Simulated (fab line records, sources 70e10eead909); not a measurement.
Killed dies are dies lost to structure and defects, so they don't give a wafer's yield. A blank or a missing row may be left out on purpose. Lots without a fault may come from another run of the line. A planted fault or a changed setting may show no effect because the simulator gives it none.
fab line records | flow nand_harc | part 2 of 2: steps 43 to 43 of 43
record lots=6 wafers=18 last_day=25
route steps=1159 shown A_M1@1047 A_BONDPAD@1059 THIN_TSV@1101 END@1159
lots that met no fault: from a run of the same line without faults
start_h: hours from the record's first day to the start of the lot's first wafer shown | wait_h: hours since the lot's step before | " the same as in the row above | L1.1+2: a row that stands for several wafers | - no value, or no start given | * or withheld: withheld | < > ~ a bound
route shown NAME@n: a module of which the file shows steps, and the number in the route of the first | usual: mean/standard deviation of fault-free wafers | same: alike in all rows | chamber/n: place in a boat | sites: the reading at each site | _std_site: their standard deviation | _edge_site: outer sites' mean less inner sites' | radius_mm: how far each site lies from the wafer's centre | mask NAME#n: copy n | behind: the tool/chamber that last shaped the wafer | hold: why the lot was held/for how many hours/how that ended | device: the transistor (n, p or np) that didn't switch | end of line: the same wafers' tests at the end of the route | a step without rows: its recipe alone | killed: dies lost to structure and defects at the first sort, not the wafer's yield | map: a wafer's dies, x killed, . not, _ none there
set.NAME: the setting as run; set.NAME@STEP: as run at that earlier step | model.NAME: the simulator's own value behind a step, which no gauge read
lots at some steps of the route; a table a step, a row a wafer
services: from which hour (start_h, from the record's first day; less than 0 if before it) a tool's chamber was out of use, for how many hours, and why
## steps
# step NHARC_END_SORT_01
# recipe temp_c=25
# usual defect_limited_yield=95.2/1.6 killed_at_array=29/11 killed_at_other=0.6/0.75 killed_at_periphery=3.1/2.1 killed_dies=32/11 killed_open=3.0/1.8 killed_short=1.8/1.3 sort_bin_2_pct=1.5/0.7 sort_bin_3_pct=0.26/0.22 sort_bin_4_pct=3.0/1 sort_n_pass=645/11 sort_rim_yield_pct=94.9/3 sort_yield_pct=95.2/1.6
# same gross_dies=677 sort_bin_5_pct[%]=0 sort_bin_6_pct[%]=0 sort_bin_7_pct[%]=0 sort_bin_8_pct[%]=0 sort_rim_n_gross=106.00
# columns lot.wafer tool chamber start_h wait_h hold defect_limited_yield[%] killed_at_array killed_at_other killed_at_periphery killed_dies killed_open killed_short sort_bin_2_pct[%] sort_bin_3_pct[%] sort_bin_4_pct[%] sort_n_pass sort_rim_yield_pct[%] sort_yield_pct[%]
L790.2 prober-01 0 485.23 4.7 await_dispo/1.9h/release 83.3 109 1 3 113 4 2 7.7 1.92 7.1 564 91.5 83.3
L790.3 prober-01 0 486.04 5.0 await_dispo/1.9h/release 84.0 107 0 1 108 2 1 6.5 1.92 7.5 569 94.3 84.0
L790.4 prober-01 0 486.85 5.3 await_dispo/1.9h/release 85.8 94 0 2 96 2 2 5.9 1.92 6.4 581 97.2 85.8
L791.1 prober-02 0 509.30 6.3 await_dispo/3.8h/release 83.6 105 1 5 111 3 2 6.1 2.36 8.0 566 93.4 83.6
L791.3 prober-02 0 510.89 6.9 await_dispo/3.8h/release 85.1 97 0 4 101 1 1 7.1 1.92 5.9 576 98.1 85.1
L791.5 prober-02 0 512.48 7.4 await_dispo/3.8h/release 85.5 92 2 4 98 4 1 4.4 2.51 7.5 579 95.3 85.5
L800.1 prober-02 0 542.60 2.5 - 95.9 27 0 1 28 2 1 1.9 0.15 2.1 649 94.3 95.9
L800.5 prober-02 0 545.78 3.7 - 95.4 30 0 1 31 1 5 1.3 0.30 3.0 646 93.4 95.4
L800.6 prober-02 0 546.58 4.0 - 95.0 30 0 4 34 6 3 2.2 0.59 2.2 643 93.4 95.0
L801.1 prober-01 0 547.82 2.5 - 96.9 20 0 1 21 1 1 0.7 0.30 2.1 656 98.1 96.9
L801.2 prober-01 0 548.61 2.8 - 97.5 14 1 2 17 2 2 0.7 0.15 1.6 660 97.2 97.5
L801.6 prober-01 0 551.76 3.9 - 97.5 16 0 1 17 2 1 1.0 0.15 1.3 660 99.1 97.5
L805.1 prober-01 0 561.20 2.5 - 95.0 30 0 4 34 2 2 1.2 0.15 3.7 643 96.2 95.0
L805.2 prober-01 0 562.00 2.8 - 94.2 33 0 6 39 5 3 1.9 0.59 3.2 638 95.3 94.2
L805.5 prober-01 0 564.37 3.7 - 94.2 36 0 3 39 2 1 1.8 0.15 3.8 638 94.3 94.2
L806.1 prober-02 0 589.49 2.5 - 96.3 21 1 3 25 2 0 1.5 0 2.2 652 97.2 96.3
L806.2 prober-02 0 590.29 2.8 - 95.9 20 3 5 28 2 2 1.2 0 3.0 649 96.2 95.9
L806.4 prober-02 0 591.90 3.4 - 96.9 18 1 2 21 1 0 0.6 0 2.5 656 99.1 96.9
# killed by level:class
L790.2 A_BONDPAD:unspecified=72 A_CHANNEL_HOLE_D1:chamber_film_flake=14 A_SLIT:chamber_film_flake=14 A_CONTACT:chamber_film_flake=3 P_STI:chamber_film_flake=2 P_M0:geometric_particle:short=1 A_WL_FILL:geometric_particle:open=1 A_CONTACT:geometric_particle:open=1
L790.3 A_BONDPAD:unspecified=74 A_CHANNEL_HOLE_D1:chamber_film_flake=13 A_SLIT:chamber_film_flake=10 A_CHANNEL_FILL_D1:chamber_film_flake=3 A_STAIRCASE:chamber_film_flake=2 A_CONTACT:geometric_particle:open=1 A_M0:geometric_particle:short=1 A_M1:geometric_particle:open=1
L790.4 A_BONDPAD:unspecified=76 A_SLIT:chamber_film_flake=8 A_CHANNEL_HOLE_D1:chamber_film_flake=3 P_CONTACT:geometric_particle:open=1 A_CHANNEL_HOLE_D1:geometric_particle:short=1 A_CHANNEL_HOLE_D1:geometric_particle:open=1 A_WL_FILL:geometric_particle:short=1 P_STI:chamber_film_flake=1
L791.1 A_BONDPAD:unspecified=72 A_SLIT:chamber_film_flake=11 A_CHANNEL_HOLE_D1:chamber_film_flake=11 P_ZERO_WELL:chamber_film_flake=5 A_ONON_D1:geometric_particle:short=2 A_CHANNEL_FILL_D1:chamber_film_flake=2 A_WL_FILL:chamber_film_flake=2 A_M1:chamber_film_flake=2
L791.3 A_BONDPAD:unspecified=70 A_SLIT:chamber_film_flake=16 P_ZERO_WELL:chamber_film_flake=3 A_ZERO_WELL:chamber_film_flake=3 A_CHANNEL_HOLE_D1:chamber_film_flake=2 A_CHANNEL_FILL_D1:chamber_film_flake=2 A_ONON_D1:geometric_particle:short=1 A_WL_FILL:geometric_particle:open=1
L791.5 A_BONDPAD:unspecified=72 A_SLIT:chamber_film_flake=8 P_ZERO_WELL:chamber_film_flake=3 A_ZERO_WELL:chamber_film_flake=2 A_CHANNEL_HOLE_D1:chamber_film_flake=2 THIN_TSV:chamber_film_flake=2 A_ONON_D1:geometric_particle:open=1 A_WL_FILL:geometric_particle:short=1
L800.1 A_CHANNEL_HOLE_D1:chamber_film_flake=15 A_STAIRCASE:chamber_film_flake=6 A_CONTACT:chamber_film_flake=2 A_SOURCE_PLATE:geometric_particle:short=1 A_WL_FILL:geometric_particle:open=1 A_CONTACT:geometric_particle:open=1 P_GATE:chamber_film_flake=1 A_WL_FILL:chamber_film_flake=1
L800.5 A_CHANNEL_HOLE_D1:chamber_film_flake=12 A_STAIRCASE:chamber_film_flake=6 A_CONTACT:chamber_film_flake=3 A_CHANNEL_HOLE_D1:geometric_particle:short=2 A_M0:chamber_film_flake=2 P_GATE:geometric_particle:short=1 A_SOURCE_PLATE:geometric_particle:short=1 A_WL_FILL:geometric_particle:short=1
L800.6 A_CHANNEL_HOLE_D1:chamber_film_flake=17 A_STAIRCASE:chamber_film_flake=4 P_GATE:geometric_particle:short=1 P_CONTACT:geometric_particle:open=1 P_M0:geometric_particle:open=1 A_SOURCE_PLATE:geometric_particle:open=1 A_SOURCE_PLATE:geometric_particle:short=1 A_CHANNEL_FILL_D1:geometric_particle:open=1
L801.1 A_CHANNEL_HOLE_D1:chamber_film_flake=9 A_STAIRCASE:chamber_film_flake=4 A_CONTACT:chamber_film_flake=4 A_ZERO_WELL:chamber_film_flake=2 P_CONTACT:geometric_particle:open=1 A_WL_FILL:geometric_particle:short=1
L801.2 A_CHANNEL_HOLE_D1:chamber_film_flake=5 A_STAIRCASE:chamber_film_flake=3 A_CONTACT:chamber_film_flake=3 P_CONTACT:geometric_particle:short=1 A_CHANNEL_FILL_D1:geometric_particle:short=1 A_CHANNEL_FILL_D1:geometric_particle:open=1 A_WL_FILL:geometric_particle:open=1 P_M0:chamber_film_flake=1
L801.6 A_CHANNEL_HOLE_D1:chamber_film_flake=6 A_STAIRCASE:chamber_film_flake=5 A_CONTACT:chamber_film_flake=2 A_CHANNEL_FILL_D1:geometric_particle:short=1 A_CONTACT:geometric_particle:open=1 A_M1:geometric_particle:open=1 P_GATE:chamber_film_flake=1
L805.1 A_CONTACT:chamber_film_flake=10 A_STAIRCASE:chamber_film_flake=8 A_CHANNEL_HOLE_D1:chamber_film_flake=4 A_M1:chamber_film_flake=3 A_CONTACT:geometric_particle:open=2 P_ZERO_WELL:chamber_film_flake=2 P_CONTACT:geometric_particle:short=1 A_WL_FILL:geometric_particle:short=1
L805.2 A_STAIRCASE:chamber_film_flake=9 A_CHANNEL_HOLE_D1:chamber_film_flake=9 A_M1:chamber_film_flake=5 P_ZERO_WELL:chamber_film_flake=3 A_BLC:chamber_film_flake=3 P_CONTACT:geometric_particle:short=1 P_CONTACT:geometric_particle:open=1 P_M0:geometric_particle:open=1
L805.5 A_STAIRCASE:chamber_film_flake=9 A_M1:chamber_film_flake=8 A_CHANNEL_HOLE_D1:chamber_film_flake=7 A_CONTACT:chamber_film_flake=4 A_BLC:chamber_film_flake=4 P_ZERO_WELL:chamber_film_flake=2 A_WL_FILL:chamber_film_flake=2 P_M0:geometric_particle:open=1
L806.1 A_CHANNEL_HOLE_D1:chamber_film_flake=8 A_SGD_CUT:chamber_film_flake=7 A_STAIRCASE:chamber_film_flake=3 P_STI:chamber_film_flake=2 P_CONTACT:geometric_particle:open=1 A_M0:geometric_particle:open=1 A_SLIT:chamber_film_flake=1 A_CONTACT:chamber_film_flake=1
L806.2 A_CHANNEL_HOLE_D1:chamber_film_flake=6 P_STI:chamber_film_flake=4 A_SGD_CUT:chamber_film_flake=4 A_CONTACT:chamber_film_flake=4 THIN_TSV:chamber_film_flake=3 A_WL_FILL:geometric_particle:short=2 A_STAIRCASE:chamber_film_flake=2 P_GATE:geometric_particle:open=1
L806.4 A_CHANNEL_HOLE_D1:chamber_film_flake=10 A_SGD_CUT:chamber_film_flake=5 A_CONTACT:chamber_film_flake=2 P_M2:geometric_particle:open=1 P_STI:chamber_film_flake=1 A_SLIT:chamber_film_flake=1 THIN_TSV:chamber_film_flake=1
# map L790.2 (x killed, . not)
____________.____________
_________...x..._________
_______.x........._______
______.............______
_____........x......_____
____.................____
____..........x......____
___......x............___
___...................___
__.....................__
__.....................__
_.................x....._
_..x...........x........_
_......................._
_......................._
_...............xx......_
...............x.x.......
.......x......xxxxx.x....
........x.x....xxxx....x.
......xx.xx..xxxxxxx.....
....xxx..x..xxxxxxxx.....
_....x.x.....xxxxxxxx..._
_...........xxxxxxxxx..._
_.....x....x.xxxxxxxx..._
_...x..x......xxxxxx...._
_............xxxxxx....._
__............x.xx.....__
__..............x......__
___.........x..x......___
___...................___
____.................____
____............x....____
_____.........x..x.._____
______.......xx.xx.______
_______....x.x.xx._______
_________..x.xxx_________
____________.____________
# map L791.1 (x killed, . not)
____________.____________
_________......._________
_______.x........._______
______..x........x.______
_____..............._____
____.................____
____x................____
___..............x....___
___...................___
__.....................__
__.....................__
_................x.....x_
_...xx.................._
_......................._
_.x....x...........x...x_
_.....x.......x..x......_
......xx........xx.x.....
...x..x.......xxxxx......
....x..x.x.....xxxx......
....xx..x.x..xxxxxxxx....
....x..x......xxxxxx.x...
_......xx.xx..xxxxxxx..._
_............xxxxxxx...._
_......xx....xxxxxxxx..._
_....x..x.....xxxxx.x..._
_............xxxxxxx...._
__...........x..xxx....__
__.....................__
___............x.x....___
___.............x..x.x___
____..........x......____
____.................____
_____........x......_____
______.............______
_______..........._______
_________..x...._________
____________.____________
## services
# columns tool chamber start_h hours kind
pecvd-01 - 417.58 1.8 repair
rie_diel-06 - 418.22 9.0 pm
rie_diel-06 0 418.22 9.0 vent_cycle
rie_diel-06 1 418.22 9.0 vent_cycle
rie_diel-06 2 418.22 9.0 vent_cycle
rie_diel-06 3 418.22 9.0 vent_cycle
rie_diel-06 0 427.22 - clean
rie_diel-06 1 427.22 - clean
rie_diel-06 2 427.22 - clean
grinder-01 - 445.73 0.9 repair
pvd_sputter-03 - 460.78 10.0 pm
rie_diel-06 0 463.37 13.0 repair
pecvd-03 - 466.24 0.9 repair
pecvd-03 - 473.43 13.0 pm
rie_diel-08 - 478.82 9.0 pm
pecvd-02 - 515.44 13.0 pm
pvd_sputter-03 - 516.58 2.3 repair
pvd_sputter-03 - 519.29 5.4 repair
rie_diel-08 1 535.80 9.2 repair
pecvd-03 2 537.73 9.8 repair
rie_diel-06 2 540.01 1.9 repair
pvd_sputter-02 - 563.06 5.3 repair
grinder-01 - 566.43 0.7 repair
pvd_sputter-02 - 571.38 10.0 pm
## key
first_sign step=NHARC_END_SORT_01 reading=killed_at_array direction=up sigmas=6.6 usual=29 struck=101
effect step=NHARC_END_SORT_01 reading=defect_limited_yield direction=down sigmas=6.5 usual=95.2 struck=84.6
more_kills_born_at NHARC_A_BONDPAD_DEP_00@pecvd-01=436
met_at NHARC_A_BONDPAD_DEP_00
struck_wafers L790.2,L790.3,L790.4,L791.1,L791.3,L791.5
fault kind=chamber_particle_source tool=pecvd-01 chamber=- onset_h=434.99 steps=NHARC_A_BONDPAD_DEP_00 rate_per_visit_cm2=0.43602 end_h=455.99
